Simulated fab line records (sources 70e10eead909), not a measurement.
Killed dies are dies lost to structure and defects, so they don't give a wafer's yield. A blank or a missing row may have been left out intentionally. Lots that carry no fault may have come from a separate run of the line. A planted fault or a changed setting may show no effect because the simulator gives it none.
fab line records :: flow nand-harc
record:
  lots: 4
  wafers: 12
  last-day: 24
route steps=1159 shown A_ONON_D1@438 A_CHANNEL_HOLE_D1@450 END@1159
lots untouched by any fault: they come from a run of this same line in which no faults occurred
start-h: hours from the record's first day to the start of the lot's first wafer shown :: wait-h: hours elapsed since this lot's preceding step :: " the same as in the row above :: L1.1+2: one row covering several wafers at once :: - no value, or no start given :: * or withheld: withheld :: < > ~ a bound
route shown NAME@n: names a module that has steps shown in the file, with the first one's number in the route :: usual: average and standard deviation across the fault-free wafers :: same: alike in all rows :: chamber/n: place in a boat :: sites: readings site by site :: _std_site: standard deviation across them :: _edge_site: the outer-site mean with the inner-site mean subtracted :: radius-mm: for every site, how far away it sits from the centre of the wafer :: mask NAME#n: copy n :: behind: tool/chamber where the wafer was last shaped :: hold: what put the lot on hold/how long, in hours/how the hold closed :: device: names the non-switching transistor (n, p or np) :: end of line: the tests these same wafers got at the end of their route :: where a step has no rows: the recipe by itself :: killed: dies lost to structure and defects at the first sort, not the wafer's yield :: map: shows each die of a wafer: x if killed, . if not, _ if none is there
set.NAME: the setting the step ran with; set.NAME@STEP: the setting that earlier step ran with :: model.NAME: the simulator's own value behind a step, which no gauge read
lots at selected steps of the route; one table per step, one row per wafer
services: from which hour (start-h, from the record's first day; less than 0 if before it) a tool's chamber was out of use, for how many hours, and why
== steps ==
step: NHARC_A_ONON_D1_DEP_19
recipe:
  target-thk-a: 10000
  n2-flow-sccm: 2750
  n2o-flow-sccm: 2000
  nh3-flow-sccm: 500
  sih4-flow-sccm: 210
  temp-c: 400
step: NHARC_A_ONON_D1_DEP_22
recipe:
  target-thk-a: 10000
  n2-flow-sccm: 2750
  n2o-flow-sccm: 2000
  nh3-flow-sccm: 500
  sih4-flow-sccm: 210
  temp-c: 400
step: NHARC_A_ONON_D1_DEP_25
recipe:
  target-thk-a: 10000
  n2-flow-sccm: 2750
  n2o-flow-sccm: 2000
  nh3-flow-sccm: 500
  sih4-flow-sccm: 210
  temp-c: 400
step: NHARC_A_ONON_D1_DEP_28
recipe:
  target-thk-a: 10000
  n2-flow-sccm: 2750
  n2o-flow-sccm: 2000
  nh3-flow-sccm: 500
  sih4-flow-sccm: 210
  temp-c: 400
step: NHARC_A_ONON_D1_DEP_33
recipe:
  target-thk-a: 2000
  temp-c: 400
  pressure-torr: 6.5
  rf-w: 900
  teos-flow-sccm: 161.4
  flow-sccm: 2650
  target-thk-nm: 200
  gas: O2
  material: SiO2
step: NHARC_A_CHANNEL_HOLE_D1_DEP_00
recipe:
  target-thk-a: 31000
  temp-c: 400
  material: aC
usual:
  susceptor-temp-C: 400.06/0.19
  throttle-valve-pct: 34.999/0.009
lot.wafer: L443.2
tool: acl-dep-02
chamber: -
start-h: 281.99
wait-h: 0.4
susceptor-temp-C: -
throttle-valve-pct: -

lot.wafer: L443.4
tool: acl-dep-02
chamber: -
start-h: 281.99
wait-h: 0.4
susceptor-temp-C: -
throttle-valve-pct: -

lot.wafer: L443.6
tool: acl-dep-02
chamber: -
start-h: 281.99
wait-h: 0.4
susceptor-temp-C: -
throttle-valve-pct: -

lot.wafer: L444.4
tool: acl-dep-01
chamber: -
start-h: 284.04
wait-h: 2.2
susceptor-temp-C: -
throttle-valve-pct: -

lot.wafer: L444.5
tool: acl-dep-01
chamber: -
start-h: 284.04
wait-h: 2.2
susceptor-temp-C: -
throttle-valve-pct: -

lot.wafer: L444.6
tool: acl-dep-01
chamber: -
start-h: 284.04
wait-h: 2.2
susceptor-temp-C: -
throttle-valve-pct: -

lot.wafer: L445.1
tool: acl-dep-03
chamber: 0
start-h: 290.27
wait-h: 0.9
susceptor-temp-C: 400.09
throttle-valve-pct: 34.994

lot.wafer: L445.2
tool: acl-dep-03
chamber: 0
start-h: 290.27
wait-h: 0.9
susceptor-temp-C: 400.06
throttle-valve-pct: 34.997

lot.wafer: L445.5
tool: acl-dep-03
chamber: 0
start-h: 290.27
wait-h: 0.9
susceptor-temp-C: 399.86
throttle-valve-pct: 34.996

lot.wafer: L447.2
tool: acl-dep-02
chamber: 0
start-h: 307.76
wait-h: 1.6
susceptor-temp-C: -
throttle-valve-pct: 34.995

lot.wafer: L447.3
tool: acl-dep-02
chamber: 0
start-h: 307.76
wait-h: 1.6
susceptor-temp-C: -
throttle-valve-pct: 35.000

lot.wafer: L447.5
tool: acl-dep-02
chamber: 0
start-h: 307.76
wait-h: 1.6
susceptor-temp-C: -
throttle-valve-pct: 35.006
step: NHARC_A_CHANNEL_HOLE_D1_DEP_01
recipe:
  target-thk-a: 1400
  target-thk-nm: 140
  temp-c: 400
  pressure-torr: 3.5
  flow-sccm: 200
  rf-w: 350
  material: SiON
step: NHARC_A_CHANNEL_HOLE_D1_DEHYDRATE_02
recipe:
  temp-c: 150
  time-s: 120
step: NHARC_A_CHANNEL_HOLE_D1_HMDS_03
recipe:
  time-s: 30
step: NHARC_A_CHANNEL_HOLE_D1_COAT_36
recipe:
  temp-c: 260
  time-s: 75
step: NHARC_A_CHANNEL_HOLE_D1_COAT_37
recipe:
  temp-c: 225
  time-s: 65
step: NHARC_A_CHANNEL_HOLE_D1_COAT_04
recipe:
  spin-rpm: 1500
  resist-thk-nm: 90
step: NHARC_A_CHANNEL_HOLE_D1_SOFTBAKE_05
recipe:
  temp-c: 105
  time-s: 55
step: NHARC_A_CHANNEL_HOLE_D1_EBR_06
step: NHARC_A_CHANNEL_HOLE_D1_EXPOSE_07
recipe:
  na: 1.35
  target-cd-nm: 100
  sigma-outer: 0.3
  dose-mj: 59.65
  mask-id: HOLE_D1
step: NHARC_A_CHANNEL_HOLE_D1_PEB_08
recipe:
  peb-temp-c: 100
  peb-time-s: 65
step: NHARC_A_CHANNEL_HOLE_D1_DEVELOP_09
recipe:
  develop-time-s: 35
  dev-temp-c: 23
step: NHARC_A_CHANNEL_HOLE_D1_DESCUM_15
recipe:
  time-s: 3
  o2-flow-sccm: 200
  ar-flow-sccm: 0
  bias-power-w: 0
  chemistry: O2
step: NHARC_A_CHANNEL_HOLE_D1_ETCH_38
recipe:
  target-depth-a: 390
  over-etch-frac: 0.3
  time-s: 65
  ion-energy-ev: 80
  cf4-flow-sccm: 150
  ar-flow-sccm: 0
  rf-w: 300
  bias-w: 100
  chemistry: CF4
step: NHARC_A_CHANNEL_HOLE_D1_ETCH_39
recipe:
  target-depth-a: 2600
  over-etch-frac: 0.3
  time-s: 325
  ion-energy-ev: 200
  n2-flow-sccm: 150
  h2-flow-sccm: 150
  ar-flow-sccm: 0
  rf-w: 400
  bias-w: 150
  chemistry: N2/H2
step: NHARC_A_CHANNEL_HOLE_D1_ETCH_34
recipe:
  target-depth-a: 1540
  time-s: 77
  cf4-flow-sccm: 100
  chf3-flow-sccm: 30
  ar-flow-sccm: 0
  rf-w: 500
  bias-w: 200
  chemistry: CF4/CHF3
step: NHARC_A_CHANNEL_HOLE_D1_ETCH_16
recipe:
  target-depth-a: 31000
  over-etch-frac: 0.3
  time-s: 806
  ion-energy-ev: 150
  o2-flow-sccm: 400
  cos-flow-sccm: 20
  ar-flow-sccm: 0
  rf-w: 500
  bias-w: 300
  chemistry: O2/COS
step: NHARC_A_CHANNEL_HOLE_D1_ETCH_19
recipe:
  bias-v: 1200
  source-w: 2500
  pressure-mtorr: 15
  time-s: 34.5
  ar-flow-sccm: 375
  c4f8-flow-sccm: 28.8
  o2-flow-sccm: 96.2
  temp-c: -20
  target-depth-a: *
  chemistry: C4F8/O2/Ar
step: NHARC_A_CHANNEL_HOLE_D1_ETCH_20
recipe:
  bias-v: 3000
  source-w: withheld
  pressure-mtorr: 20
  time-s: 361.9
  ar-flow-sccm: 375
  c4f8-flow-sccm: 89.3
  o2-flow-sccm: 35.7
  temp-c: -20
  target-depth-a: 16000
  chemistry: C4F8/O2/Ar
step: NHARC_A_CHANNEL_HOLE_D1_ETCH_21
recipe:
  bias-v: 3000
  source-w: withheld
  pressure-mtorr: 20
  time-s: 514.3
  ar-flow-sccm: 375
  c4f8-flow-sccm: 89.3
  o2-flow-sccm: 35.7
  temp-c: -20
  target-depth-a: 16000
  chemistry: C4F8/O2/Ar
step: NHARC_A_CHANNEL_HOLE_D1_ETCH_22
recipe:
  bias-v: 3000
  source-w: withheld
  pressure-mtorr: 20
  time-s: 666.7
  ar-flow-sccm: 375
  c4f8-flow-sccm: 89.3
  o2-flow-sccm: 35.7
  temp-c: -20
  target-depth-a: 16000
  chemistry: C4F8/O2/Ar
step: NHARC_A_CHANNEL_HOLE_D1_ETCH_23
recipe:
  bias-v: 5000
  source-w: withheld
  pressure-mtorr: 20
  time-s: 819
  ar-flow-sccm: 375
  c4f8-flow-sccm: 89.3
  o2-flow-sccm: 35.7
  temp-c: -20
  target-depth-a: 16000
  chemistry: C4F8/O2/Ar
step: NHARC_A_CHANNEL_HOLE_D1_ETCH_24
recipe:
  bias-v: 5000
  source-w: withheld
  pressure-mtorr: 20
  time-s: 906.2
  ar-flow-sccm: 375
  c4f8-flow-sccm: 93.8
  o2-flow-sccm: 31.2
  temp-c: -20
  target-depth-a: 15000
  chemistry: C4F8/O2/Ar
step: NHARC_A_CHANNEL_HOLE_D1_ETCH_25
recipe:
  bias-v: 5000
  source-w: withheld
  pressure-mtorr: 20
  time-s: 1040.2
  ar-flow-sccm: 375
  c4f8-flow-sccm: 93.8
  o2-flow-sccm: 31.2
  temp-c: -20
  target-depth-a: 15000
  chemistry: C4F8/O2/Ar
step: NHARC_A_CHANNEL_HOLE_D1_ETCH_26
recipe:
  bias-v: 300
  source-w: 2000
  pressure-mtorr: 30
  time-s: 224.1
  ar-flow-sccm: 375
  c4f8-flow-sccm: 11.4
  o2-flow-sccm: 113.6
  temp-c: -20
  target-depth-a: 3000
  chemistry: C4F8/O2/Ar
step: NHARC_A_CHANNEL_HOLE_D1_ETCH_33
recipe:
  bias-v: 400
  source-w: 2000
  pressure-mtorr: 25
  time-s: 90
  ar-flow-sccm: 375
  c4f8-flow-sccm: 41.7
  o2-flow-sccm: 83.3
  temp-c: -20
  target-depth-a: 4000
  chemistry: C4F8/O2/Ar
step: NHARC_A_CHANNEL_HOLE_D1_CD_MEAS_30
usual:
  cd-nm: 90.7/1.2
lot.wafer: L443.2
tool: cd-sem-02
chamber: -
start-h: 291.14
wait-h: -
cd-nm: -

lot.wafer: L443.4
tool: cd-sem-02
chamber: -
start-h: 291.14
wait-h: -
cd-nm: -

lot.wafer: L443.6
tool: cd-sem-02
chamber: -
start-h: 291.14
wait-h: -
cd-nm: -

lot.wafer: L444.4
tool: cd-sem-03
chamber: -
start-h: 292.64
wait-h: -
cd-nm: -

lot.wafer: L444.5
tool: cd-sem-03
chamber: -
start-h: 292.64
wait-h: -
cd-nm: -

lot.wafer: L444.6
tool: cd-sem-03
chamber: -
start-h: 292.64
wait-h: -
cd-nm: -

lot.wafer: L445.1
tool: cd-sem-01
chamber: -
start-h: 299.96
wait-h: -
cd-nm: 89.5

lot.wafer: L445.2
tool: cd-sem-01
chamber: -
start-h: 299.96
wait-h: -
cd-nm: 90.8

lot.wafer: L445.5
tool: cd-sem-01
chamber: -
start-h: 299.96
wait-h: -
cd-nm: 91.7

lot.wafer: L447.2
tool: cd-sem-02
chamber: -
start-h: 320.69
wait-h: -
cd-nm: 90.6

lot.wafer: L447.3
tool: cd-sem-02
chamber: -
start-h: 320.69
wait-h: -
cd-nm: 90.3

lot.wafer: L447.5
tool: cd-sem-02
chamber: -
start-h: 320.69
wait-h: -
cd-nm: 91.8
step: NHARC_A_CHANNEL_HOLE_D1_INSPECT_40
usual:
  raw-defect-count: 61/22
lot.wafer: L443.2
tool: defect-inspect-01
chamber: -
start-h: 291.32
wait-h: -
hold: await-dispo/0.2h/release
raw-defect-count: 6030

lot.wafer: L443.4
tool: defect-inspect-01
chamber: -
start-h: 291.32
wait-h: -
hold: await-dispo/0.2h/release
raw-defect-count: 5880

lot.wafer: L443.6
tool: defect-inspect-01
chamber: -
start-h: 291.32
wait-h: -
hold: await-dispo/0.2h/release
raw-defect-count: 5967

lot.wafer: L443.2
tool: defect-inspect-01
chamber: -
start-h: 291.50
wait-h: 0.2
hold: -
raw-defect-count: 6034

lot.wafer: L443.4
tool: defect-inspect-01
chamber: -
start-h: 291.50
wait-h: 0.2
hold: -
raw-defect-count: 5882

lot.wafer: L443.6
tool: defect-inspect-01
chamber: -
start-h: 291.50
wait-h: 0.2
hold: -
raw-defect-count: 5989

lot.wafer: L444.4
tool: defect-inspect-02
chamber: -
start-h: 292.82
wait-h: -
hold: await-dispo/0.2h/release
raw-defect-count: 5969

lot.wafer: L444.5
tool: defect-inspect-02
chamber: -
start-h: 292.82
wait-h: -
hold: await-dispo/0.2h/release
raw-defect-count: 5964

lot.wafer: L444.6
tool: defect-inspect-02
chamber: -
start-h: 292.82
wait-h: -
hold: await-dispo/0.2h/release
raw-defect-count: 5938

lot.wafer: L444.4
tool: defect-inspect-02
chamber: -
start-h: 292.99
wait-h: 0.2
hold: -
raw-defect-count: 5947

lot.wafer: L444.5
tool: defect-inspect-02
chamber: -
start-h: 292.99
wait-h: 0.2
hold: -
raw-defect-count: 5991

lot.wafer: L444.6
tool: defect-inspect-02
chamber: -
start-h: 292.99
wait-h: 0.2
hold: -
raw-defect-count: 5941

lot.wafer: L445.1
tool: defect-inspect-01
chamber: -
start-h: 300.15
wait-h: -
hold: -
raw-defect-count: 95

lot.wafer: L445.2
tool: defect-inspect-01
chamber: -
start-h: 300.15
wait-h: -
hold: -
raw-defect-count: 95

lot.wafer: L445.5
tool: defect-inspect-01
chamber: -
start-h: 300.15
wait-h: -
hold: -
raw-defect-count: 57

lot.wafer: L447.2
tool: defect-inspect-02
chamber: -
start-h: 320.87
wait-h: -
hold: -
raw-defect-count: 76

lot.wafer: L447.3
tool: defect-inspect-02
chamber: -
start-h: 320.87
wait-h: -
hold: -
raw-defect-count: 55

lot.wafer: L447.5
tool: defect-inspect-02
chamber: -
start-h: 320.87
wait-h: -
hold: -
raw-defect-count: 62
step: NHARC_END_SORT_01
recipe:
  temp-c: 25
usual:
  defect-limited-yield: 95.1/1.3
  killed-at-array: 29/8.4
  killed-at-other: 0.7/1.2
  killed-at-periphery: 3.8/2.1
  killed-dies: 33/9
  killed-open: 3.4/2
  killed-short: 2.1/1.4
  sort_bin_2_pct: 1.5/0.56
  sort_bin_3_pct: 0.26/0.2
  sort_bin_4_pct: 3.1/0.91
  sort-n-pass: 644/9
  sort-rim-yield-pct: 96.2/2.2
  sort-yield-pct: 95.1/1.3
same:
  gross-dies: 677
  sort_bin_5_pct[%]: 0
  sort_bin_6_pct[%]: 0
  sort_bin_7_pct[%]: 0
  sort_bin_8_pct[%]: 0
  sort-rim-n-gross: 106.00
lot.wafer: L445.1
tool: prober-02
chamber: 0
start-h: 557.74
wait-h: 2.5
defect-limited-yield[%]: 94.4
killed-at-array: 31
killed-at-other: 0
killed-at-periphery: 7
killed-dies: 38
killed-open: 1
killed-short: 4
sort_bin_2_pct[%]: 2.8
sort_bin_3_pct[%]: 0
sort_bin_4_pct[%]: 2.8
sort-n-pass: 639
sort-rim-yield-pct[%]: 90.6
sort-yield-pct[%]: 94.4

lot.wafer: L445.2
tool: prober-02
chamber: 0
start-h: 558.53
wait-h: 2.8
defect-limited-yield[%]: 93.1
killed-at-array: 40
killed-at-other: 0
killed-at-periphery: 7
killed-dies: 47
killed-open: 7
killed-short: 5
sort_bin_2_pct[%]: 1.9
sort_bin_3_pct[%]: 0.30
sort_bin_4_pct[%]: 4.7
sort-n-pass: 630
sort-rim-yield-pct[%]: 94.3
sort-yield-pct[%]: 93.1

lot.wafer: L445.5
tool: prober-02
chamber: 0
start-h: 560.89
wait-h: 3.6
defect-limited-yield[%]: 94.1
killed-at-array: 34
killed-at-other: 1
killed-at-periphery: 5
killed-dies: 40
killed-open: 3
killed-short: 2
sort_bin_2_pct[%]: 1.9
sort_bin_3_pct[%]: 0.59
sort_bin_4_pct[%]: 3.4
sort-n-pass: 637
sort-rim-yield-pct[%]: 94.3
sort-yield-pct[%]: 94.1
killed by level:class
L445.1 A_CHANNEL_HOLE_D1:chamber-film-flake=23 P_GATE:chamber-film-flake=4 A_STAIRCASE:chamber-film-flake=4 P_M0:geometric-particle:short=2 P_CONTACT:geometric-particle:open=1 A_CHANNEL_FILL_D1:geometric-particle:short=1 A_STAIRCASE:geometric-particle:short=1 A_ZERO_WELL:chamber-film-flake=1
L445.2 A_CHANNEL_HOLE_D1:chamber-film-flake=27 P_GATE:chamber-film-flake=3 P_M0:geometric-particle:open=2 A_CHANNEL_FILL_D1:geometric-particle:open=2 A_CHANNEL_FILL_D1:geometric-particle:short=2 A_ZERO_WELL:chamber-film-flake=2 A_STAIRCASE:chamber-film-flake=2 P_CONTACT:geometric-particle:open=1
L445.5 A_CHANNEL_HOLE_D1:chamber-film-flake=16 A_CONTACT:chamber-film-flake=10 P_GATE:chamber-film-flake=3 A_STAIRCASE:chamber-film-flake=2 P_M0:geometric-particle:open=1 A_CHANNEL_FILL_D1:geometric-particle:short=1 A_CONTACT:geometric-particle:open=1 A_M0:geometric-particle:open=1
== services ==
tool: acl-dep-01
chamber: -
start-h: 295.86
hours: 13.0
kind: pm
== key ==
first-sign:
  step: NHARC_A_CHANNEL_HOLE_D1_DEP_00
  reading: tool-record
  direction: missing
effect:
  step: NHARC_A_CHANNEL_HOLE_D1_CD_MEAS_30
  reading: cd-nm
  direction: missing
effect:
  step: NHARC_A_CHANNEL_HOLE_D1_INSPECT_40
  reading: raw-defect-count
  direction: up
  sigmas: 99+
  usual: 61
  struck: 5958
met-at NHARC_A_CHANNEL_HOLE_D1_DEP_00
struck-wafers L443.2,L443.4,L443.6,L444.4,L444.5,L444.6
scrapped-behind NHARC_A_CHANNEL_HOLE_D1_INSPECT_40 L443.2,L443.4,L443.6,L444.4,L444.5,L444.6
fault:
  kind: skipped-step-whole
  tool: acl-dep-01,acl-dep-02
  chamber: -
  onset-h: 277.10
  steps: NHARC_A_CHANNEL_HOLE_D1_DEP_00
  scope: struck-lots-only
